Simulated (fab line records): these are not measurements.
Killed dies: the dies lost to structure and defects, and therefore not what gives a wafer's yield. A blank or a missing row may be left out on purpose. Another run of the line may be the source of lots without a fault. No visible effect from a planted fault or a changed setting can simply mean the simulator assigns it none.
fab line records	flow nandHarc
record lots=12	wafers=36	lastDay=32
route steps=1302 shown P_M0@279 P_M1@300 P_M2@326
lots that met no fault: taken from a fault-free run of the same line
startH: the number of hours between the record's first day and the start of the first shown wafer of the lot	waitH: how many hours have passed since the lot's step before this one	" as in the row above	L1.1+2: a single row standing in for several wafers	- no value, or no start given	* or withheld: withheld	< > ~ a bound
route shown NAME@n: a module of which the file shows steps, and the number in the route of the first	usual: average and standard deviation across the fault-free wafers	same: alike in all rows	chamber/n: place in a boat	sites: each site's reading	_std_site: standard deviation across them	_edge_site: the outer-site mean with the inner-site mean subtracted	radiusMm: how far each site lies from the wafer's centre	mask NAME#n: copy n	behind: the last tool/chamber to shape the wafer	hold: what put the lot on hold/how long, in hours/how the hold closed	device: the transistor (n, p or np) that didn't switch	end of line: tests run on the same wafers once the route is complete	step lacking rows: just its recipe	killed: dies that structure and defects cost at the first sort, which is not the same as the wafer's yield	map: a wafer's dies, x killed, . not, _ none there
set.NAME: the setting that was run; set.NAME@STEP: the one run at that earlier step	model.NAME: the simulator's own value behind a step, which no gauge read
one table for each step of the route and one row for each wafer, over a sample of lots
services: when a tool's chamber went out of use (startH, in hours from the record's first day, below 0 if earlier), for how many hours, and the reason
## steps
# step NHARC_P_M0_THK_MEAS_24
# recipe thkMeasGauge=xrf
# usual thkNm=117.5/1.4
lot.wafer	tool	chamber	startH	waitH	thkNm
L631.1	filmMetro-02	-	127.89	-	117.9
L631.2	"	-	"	"	115.1
L631.6	"	-	"	"	115.4
L630.1	filmMetro-02	-	128.70	-	117.8
L630.2	"	-	"	"	115.8
L630.5	"	-	"	"	119.2
L632.1	filmMetro-02	-	144.58	-	118.4
L632.2	"	-	"	"	119.4
L632.3	"	-	"	"	118.6
L633.1	filmMetro-01	-	152.09	-	119.8
L633.2	"	-	"	"	115.1
L633.6	"	-	"	"	118.3
L634.2	filmMetro-01	-	160.38	-	115.8
L634.3	"	-	"	"	117.9
L634.6	"	-	"	"	118.2
L635.2	filmMetro-01	-	173.66	-	117.9
L635.4	"	-	"	"	116.9
L635.5	"	-	"	"	118.1
L637.2	filmMetro-01	-	190.76	-	119.2
L637.3	"	-	"	"	118.2
L637.4	"	-	"	"	119.2
L640.4	filmMetro-01	-	224.82	-	119.5
L640.5	"	-	"	"	116.2
L640.6	"	-	"	"	120.3
L643.1	filmMetro-01	-	252.84	-	117.8
L643.4	"	-	"	"	114.9
L643.6	"	-	"	"	115.4
L642.3	filmMetro-01	-	253.87	-	119.8
L642.4	"	-	"	"	116.2
L642.5	"	-	"	"	118.4
L648.1	filmMetro-02	-	300.66	-	114.6
L648.4	"	-	"	"	116.8
L648.5	"	-	"	"	117.5
L651.1	filmMetro-01	-	329.60	-	118.3
L651.2	"	-	"	"	116.1
L651.4	"	-	"	"	118.3
# step NHARC_P_M1_ETCH_15
# recipe targetDepthA=1825	timeS=91.2	c4f8FlowSccm=withheld	arFlowSccm=400	rfW=600	biasW=300	chemistry=C4F8/Ar
# usual oesProductAu=0.958/0.024	rfVppV=439.8/2.1
lot.wafer	tool	chamber	startH	waitH	oesProductAu	rfHoursCounterH	rfVppV
L631.1	rieDiel-01	0	-	-	0.989	9	438.9
L631.2	"	2	"	"	0.968	10	439.5
L631.6	"	0	"	"	0.996	-	439.1
L630.1	rieDiel-01	2	-	-	0.927	10	439.4
L630.2	"	1	"	"	0.924	9	441.7
L630.5	"	3	"	"	0.918	-	443.2
L632.3	rieDiel-12	2	-	-	0.980	3	442.2
L632.1	"	0	"	"	0.979	3	435.7
L632.2	"	1	"	"	0.950	3	439.2
L633.2	rieDiel-01	3	-	-	0.980	11	443.2
L633.1	"	1	"	"	0.951	12	441.7
L633.6	"	3	"	"	0.980	-	442.3
L634.3	rieDiel-01	2	-	-	0.935	13	439.5
L634.2	"	0	"	"	0.947	12	439.6
L634.6	"	2	"	"	0.940	-	440.4
L635.2	rieDiel-01	1	-	-	0.961	14	442.3
L635.4	"	2	"	"	0.965	15	441.1
L635.5	"	0	"	"	0.995	-	439.0
L637.3	rieDiel-01	3	-	-	0.957	15	443.1
L637.4	"	0	"	"	1.000	15	439.4
L637.2	"	2	"	"	0.956	17	439.6
L640.4	rieDiel-12	0	-	-	0.935	8	435.7
L640.5	"	0	"	"	0.938	-	438.1
L640.6	"	1	"	"	0.928	-	438.8
L643.1	rieDiel-12	1	-	-	0.954	11	438.5
L643.4	"	3	"	"	0.962	10	437.8
L643.6	"	0	"	"	0.980	-	435.9
L642.3	rieDiel-01	3	-	-	0.950	4	442.6
L642.4	"	0	"	"	0.975	4	438.5
L642.5	"	1	"	"	0.968	-	442.0
L648.4	rieDiel-12	3	-	-	0.927	2	437.2
L648.1	"	1	"	"	0.911	2	438.3
L648.5	"	0	"	"	0.928	-	438.6
L651.1	rieDiel-12	1	-	-	0.953	3	438.2
L651.2	"	3	"	"	0.986	3	437.1
L651.4	"	0	"	"	0.960	3	436.2
# step NHARC_P_M2_PEB_07
# recipe pebTempC=100	pebTimeS=65
# usual heaterPowerTotalW=156.6/0.42	plateTempC=99.99/0.13	resistLineTempC=23.02/0.12
lot.wafer	tool	chamber	startH	waitH	heaterPowerTotalW	plateTempC	resistLineTempC
L631.1	lithoTrack-01	0	133.52	0.1	156.6	100.00	22.98
L631.2	"	0	"	"	156.9	99.99	23.13
L631.6	"	0	"	"	157.1	99.99	22.88
L630.1	lithoTrack-06	0	134.39	0.1	157.0	100.07	22.95
L630.2	"	0	"	"	156.0	99.93	23.20
L630.5	"	0	"	"	156.8	99.92	23.01
L632.1	lithoTrack-01	0	150.20	0.1	156.6	100.07	23.09
L632.2	"	0	"	"	156.7	100.13	22.99
L632.3	"	0	"	"	156.8	100.03	23.02
L633.1	lithoTrack-06	0	157.84	0.1	157.0	100.09	23.08
L633.2	"	0	"	"	157.2	100.23	23.04
L633.6	"	0	"	"	157.2	100.00	22.97
L634.2	lithoTrack-04	0	165.75	0.1	157.0	99.93	22.95
L634.3	"	0	"	"	157.0	100.07	22.86
L634.6	"	0	"	"	157.1	100.02	23.06
L635.2	lithoTrack-04	0	179.31	0.1	156.2	100.21	22.99
L635.4	"	0	"	"	156.0	99.89	22.92
L635.5	"	0	"	"	156.6	100.16	22.95
L637.2	lithoTrack-01	0	196.35	0.1	156.9	99.76	22.92
L637.3	"	0	"	"	157.1	99.89	22.77
L637.4	"	0	"	"	156.0	99.75	22.88
L640.4	lithoTrack-06	0	230.35	0.0	156.9	99.85	23.05
L640.5	"	0	"	"	156.9	100.00	23.00
L640.6	"	0	"	"	156.5	99.88	23.02
L643.1	lithoTrack-06	0	258.50	0.1	156.5	99.81	23.14
L643.4	"	0	"	"	156.7	99.78	23.09
L643.6	"	0	"	"	156.4	99.86	23.07
L642.3	lithoTrack-04	0	259.48	0.0	156.4	100.03	22.91
L642.4	"	0	"	"	156.5	100.08	23.10
L642.5	"	0	"	"	156.4	100.03	23.04
L648.1	lithoTrack-04	0	306.14	0.1	166.5	104.76	22.90
L648.4	"	0	"	"	166.1	104.73	22.98
L648.5	"	0	"	"	166.7	104.66	22.94
L651.1	lithoTrack-04	0	335.29	0.1	166.6	104.57	22.84
L651.2	"	0	"	"	166.1	104.64	22.87
L651.4	"	0	"	"	166.7	104.52	22.97
# step NHARC_P_M2_CD_MEAS_09
# recipe targetCdNm=170	landingEnergyEv=500
# usual cdNm=170.1/0.76
lot.wafer	tool	chamber	startH	waitH	cdNm
L631.1	cdSem-03	0	133.60	-	170.8
L631.2	"	0	"	"	171.1
L631.6	"	0	"	"	171.2
L630.1	cdSem-02	0	134.47	-	169.4
L630.2	"	0	"	"	168.5
L630.5	"	0	"	"	169.2
L632.1	cdSem-03	0	150.28	-	169.9
L632.2	"	0	"	"	170.4
L632.3	"	0	"	"	171.0
L633.1	cdSem-01	0	157.92	-	170.2
L633.2	"	0	"	"	170.7
L633.6	"	0	"	"	169.6
L634.2	cdSem-01	0	165.83	-	169.2
L634.3	"	0	"	"	169.5
L634.6	"	0	"	"	169.7
L635.2	cdSem-03	0	179.39	-	168.8
L635.4	"	0	"	"	169.1
L635.5	"	0	"	"	168.6
L637.2	cdSem-03	0	196.43	-	170.3
L637.3	"	0	"	"	170.1
L637.4	"	0	"	"	169.6
L640.4	cdSem-01	0	230.43	-	169.9
L640.5	"	0	"	"	170.1
L640.6	"	0	"	"	169.6
L643.1	cdSem-03	0	258.58	-	170.0
L643.4	"	0	"	"	170.2
L643.6	"	0	"	"	169.5
L642.3	cdSem-03	0	259.57	-	169.8
L642.4	"	0	"	"	169.6
L642.5	"	0	"	"	169.4
L648.1	cdSem-03	0	306.22	-	184.4
L648.4	"	0	"	"	185.1
L648.5	"	0	"	"	183.0
L651.1	cdSem-02	0	335.37	-	185.0
L651.2	"	0	"	"	183.9
L651.4	"	0	"	"	184.0
# step NHARC_P_M2_ETCH_28
# recipe targetDepthA=300	overEtchFrac=0.3	timeS=72.99	ionEnergyEv=150	cf4FlowSccm=50	n2FlowSccm=100	arFlowSccm=150	rfW=300	biasW=100	chemistry=CF4/N2
# usual drypumpMotorCurrentA=5.7/0.35	oesProductAu=1.001/0.011	rfVppV=314.4/1.5	showerheadPlenumPTorr=2.64/0.087	throttleValvePct=19.795/0.0096
lot.wafer	tool	chamber	startH	waitH	drypumpMotorCurrentA	oesProductAu	rfHoursCounterH	rfVppV	showerheadPlenumPTorr	throttleValvePct
L631.2	rieDiel-05	3	-	-	5.3	1.019	2.1	314.4	2.61	19.795
L631.1	"	2	"	"	5.2	1.005	2.9	316.3	2.79	19.801
L631.6	"	3	"	"	5.3	1.009	-	314.9	2.61	19.782
L630.1	rieDiel-04	0	-	-	5.7	0.993	7.7	311.9	2.51	19.792
L630.2	"	2	"	"	5.2	0.988	4.3	314.3	2.67	19.789
L630.5	"	1	"	"	5.9	1.022	-	314.7	2.60	19.790
L632.2	rieDiel-04	3	-	-	6.2	1.020	9.4	314.0	2.59	19.793
L632.3	"	1	"	"	6.0	1.012	11.2	314.9	2.60	19.801
L632.1	"	2	"	"	5.2	0.996	5.7	315.1	2.67	19.794
L633.2	rieDiel-05	3	-	-	5.3	1.007	4.2	313.8	2.61	19.800
L633.1	"	1	"	"	5.3	0.999	4.7	314.4	2.79	19.812
L633.6	"	2	"	"	5.2	1.011	-	317.0	2.79	19.806
L634.2	rieDiel-04	3	-	-	6.2	1.013	9.8	313.8	2.59	19.788
L634.3	"	0	"	"	5.7	0.996	10.5	312.2	2.51	19.801
L634.6	"	3	"	"	6.2	1.023	-	316.2	2.59	19.778
L635.4	rieDiel-05	2	-	-	5.2	1.005	5.9	317.3	2.79	19.795
L635.2	"	0	"	"	6.2	0.999	5.3	316.8	2.75	19.813
L635.5	"	2	"	"	5.2	1.001	-	316.7	2.79	19.800
L637.4	rieDiel-04	0	-	-	5.6	1.009	1.1	312.3	2.51	19.809
L637.3	"	2	"	"	5.2	0.994	0.7	314.0	2.67	19.781
L637.2	"	3	"	"	6.2	1.010	0.7	314.2	2.59	19.779
L640.4	rieDiel-06	3	-	-	5.4	0.987	5.9	316.0	2.69	19.803
L640.5	"	2	"	"	5.8	1.002	-	313.2	2.56	19.797
L640.6	"	3	"	"	5.4	0.994	-	314.2	2.69	19.777
L643.4	rieDiel-06	1	-	-	6.0	0.985	6.4	315.3	2.72	19.781
L643.1	"	0	"	"	5.3	1.000	7.0	314.9	2.64	19.805
L643.6	"	2	"	"	5.8	1.018	-	315.0	2.56	19.804
L642.4	rieDiel-05	1	-	-	5.3	1.004	0.7	317.8	2.79	19.789
L642.3	"	0	"	"	6.2	1.005	0.7	315.2	2.75	19.816
L642.5	"	1	"	"	5.3	1.000	-	317.2	2.79	19.817
L648.1	rieDiel-04	0	-	-	5.7	0.998	6.8	312.0	2.51	19.803
L648.4	"	2	"	"	5.2	0.984	7.0	313.6	2.66	19.794
L648.5	"	1	"	"	6.0	1.000	-	312.8	2.60	19.789
L651.2	rieDiel-06	1	-	-	5.9	1.002	1.2	314.6	2.72	19.789
L651.1	"	3	"	"	5.5	0.998	1.5	314.7	2.69	19.791
L651.4	"	2	"	"	5.8	0.990	-	312.7	2.56	19.793
## services
tool	chamber	startH	hours	kind
rieDiel-01	0	109.30	-	clean
rieDiel-01	1	109.30	-	clean
rieDiel-01	2	109.30	-	clean
rieDiel-01	3	109.30	-	clean
rieDiel-12	2	114.80	3.6	repair
rieDiel-06	-	130.20	9.0	pm
rieDiel-01	0	133.80	-	clean
rieDiel-01	1	133.80	-	clean
rieDiel-06	3	147.40	10.5	repair
rieDiel-06	2	149.92	2.8	repair
lithoTrack-01	-	155.00	7.0	pm
rieDiel-04	0	170.45	6.7	repair
rieDiel-04	-	177.93	9.0	pm
lithoTrack-06	-	179.01	7.0	pm
rieDiel-01	-	201.32	1.2	repair
lithoTrack-04	-	203.00	7.0	pm
rieDiel-01	-	203.80	9.0	pm
rieDiel-05	-	229.60	9.0	pm
rieDiel-12	-	268.40	9.0	pm
rieDiel-01	2	285.33	4.1	repair
rieDiel-12	2	288.87	6.6	repair
rieDiel-06	-	307.20	9.0	pm
lithoTrack-01	-	330.01	7.0	pm
rieDiel-06	0	331.95	4.6	repair
## key
firstSign step=NHARC_P_M2_PEB_07	reading=plateTempC	direction=up	sigmas=36	usual=*	struck=*
effect step=NHARC_P_M2_PEB_07	reading=heaterPowerTotalW	direction=up	sigmas=24	usual=*	struck=*
effect step=NHARC_P_M2_CD_MEAS_09	reading=cdNm	direction=up	sigmas=18	usual=170.1	struck=184.2
metAt NHARC_P_M2_PEB_07
struckLots L648,L651
notActingAt NHARC_P_M0_THK_MEAS_24,NHARC_P_M1_ETCH_15,NHARC_P_M2_ETCH_28
onsetBetween 259.48 306.14
fault kind=processParameterDrift	tool=lithoTrack-04	chamber=-	onsetH=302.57	steps=NHARC_P_M2_PEB_07	channel=pebTempC	offset=*	shape=step	endH=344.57	actsIn=*	stated=*
